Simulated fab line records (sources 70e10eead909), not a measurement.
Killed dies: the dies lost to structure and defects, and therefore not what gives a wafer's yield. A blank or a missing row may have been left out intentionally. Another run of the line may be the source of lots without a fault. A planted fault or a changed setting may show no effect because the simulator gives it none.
Comparing a struck lot with a sound one / flow nand_harc / 15 out of 1159 route steps
Sound: the wafers L114.1, L114.2, L114.6. Struck: wafers L127.2, L127.3, L127.4. The cause is named last.
Order at every step that has rows: each side's tool, ch and its chambers, its first start. Under that, the readings that differ: sound wafers / struck wafers / difference of the means / sigmas: that difference in standard deviations of wafers without a fault.
alike: readings with means less than 2 such deviations apart, plus words and numbers identical on both sides. not compared: withheld readings, readings lacking a value on some wafer, bounds such as >300 that could conceal the same value, and numbers that have no deviation in the record and whose values overlap.
A row with sigmas, a row that says differs or no value, or rows on one side alone: a step with any of these is where the two part. When numbers do not overlap yet have no deviation, they are printed without sigmas and do not part them. A reading that every wafer of one side lacks parts them only if that side has two wafers or more.

first, 5 steps without rows for these wafers: NHARC_A_CONTACT_SOFTBAKE_03 (time 55 s); NHARC_A_CONTACT_EBR_04; NHARC_A_CONTACT_EXPOSE_05 (exposes mask A CC); NHARC_A_CONTACT_PEB_06 (peb time 65 s); NHARC_A_CONTACT_DEVELOP_07 (develop time 35 s).
NHARC_A_CONTACT_CD_MEAS_08: target cd 100 nm.
  sound on cd_sem-02 ch 0, day 18 03:46; struck on cd_sem-02 ch 0, day 20 14:22
  alike: cd_nm
NHARC_A_CONTACT_OVL_MEAS_09:
  struck on overlay-01, day 20 14:27; sound on overlay-02, day 18 03:52
  alike: overlay_x_nm, overlay_y_nm
NHARC_A_CONTACT_INSPECT_10:
  struck on defect_inspect-01, day 20 14:29; sound on defect_inspect-02, day 18 03:53
  alike: raw_defect_count
NHARC_A_CONTACT_DESCUM_13: chemistry O2, time 3 s.
  sound on rie_diel-12 ch 1,2, day 18 03:58; struck on rie_diel-12 ch 0,1,2, day 20 14:33
  alike: drypump_motor_current_A, oes_product_au, rf_vpp_V, showerhead_plenum_p_Torr, throttle_valve_pct
  not compared: rf_hours_counter_h
NHARC_A_CONTACT_ETCH_88: etches the open film in CF4, target depth 39 nm, time 65 s.
  sound on rie_diel-12 ch 0,1, day 18 04:10; struck on rie_diel-12 ch 0,1,3, day 20 14:38
  alike: drypump_motor_current_A, oes_product_au, rf_vpp_V, run_length_s, showerhead_plenum_p_Torr, throttle_valve_pct
  not compared: rf_hours_counter_h
NHARC_A_CONTACT_ETCH_89: etches the open film in N2/H2, target depth 260 nm, time 475.3 s.
  sound: rie_diel-12 ch 0,1,3; struck: rie_diel-12 ch 0,2,3
  alike: drypump_motor_current_A, oes_product_au, rf_vpp_V, run_length_s, showerhead_plenum_p_Torr, throttle_valve_pct
  not compared: rf_hours_counter_h
NHARC_A_CONTACT_ETCH_30: etches the open film in CF4/CHF3, target depth 60.5 nm, time 30.2 s.
  sound: rie_diel-12 ch 0,2,3; struck: rie_diel-12 ch 0,1,2
  alike: drypump_motor_current_A, oes_product_au, rf_vpp_V, run_length_s, showerhead_plenum_p_Torr, throttle_valve_pct
  not compared: rf_hours_counter_h
NHARC_A_CONTACT_ETCH_31: etches the open film in O2/COS, target depth 2000 nm, time 520 s.
  sound on rie_diel-12 ch 1,3, day 18 05:04; struck on rie_diel-12 ch 0,1,3, day 20 15:11
reading=run_length_s (s); sound=540.9 541.7 541.2; struck=390.3 391.3 390.5; difference=-150.6; sigmas=-99 or more
  alike: drypump_motor_current_A, oes_product_au, rf_vpp_V, showerhead_plenum_p_Torr, throttle_valve_pct
  not compared: rf_hours_counter_h
NHARC_A_CONTACT_ETCH_134: etches the open film in C4F8/O2/Ar, time 140 s, target depth 700 nm.
  sound on har_cap_etch-03 ch 0,1, day 18 05:26; struck on har_cap_etch-03 ch 0,1, day 20 15:35
  alike: run_length_s
  not compared: rf_hours_counter_h
-- the record jumps here: 3 days lie between the struck wafers' starts before and after (it left off in module A_CONTACT and takes up again in module END, whose first step shown is number 1159 of the route) --
NHARC_END_SORT_01:
  at this point the record logs the struck wafers (prober-01 ch 0, day 23 10:02) and has no rows for the sound ones

## WHERE THEY PART
Last at NHARC_END_SORT_01 as far as this record goes, first at NHARC_A_CONTACT_ETCH_31.

WHY: what the simulator had put in
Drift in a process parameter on rie_diel-12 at NHARC_A_CONTACT_ETCH_31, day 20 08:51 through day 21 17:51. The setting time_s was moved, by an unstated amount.
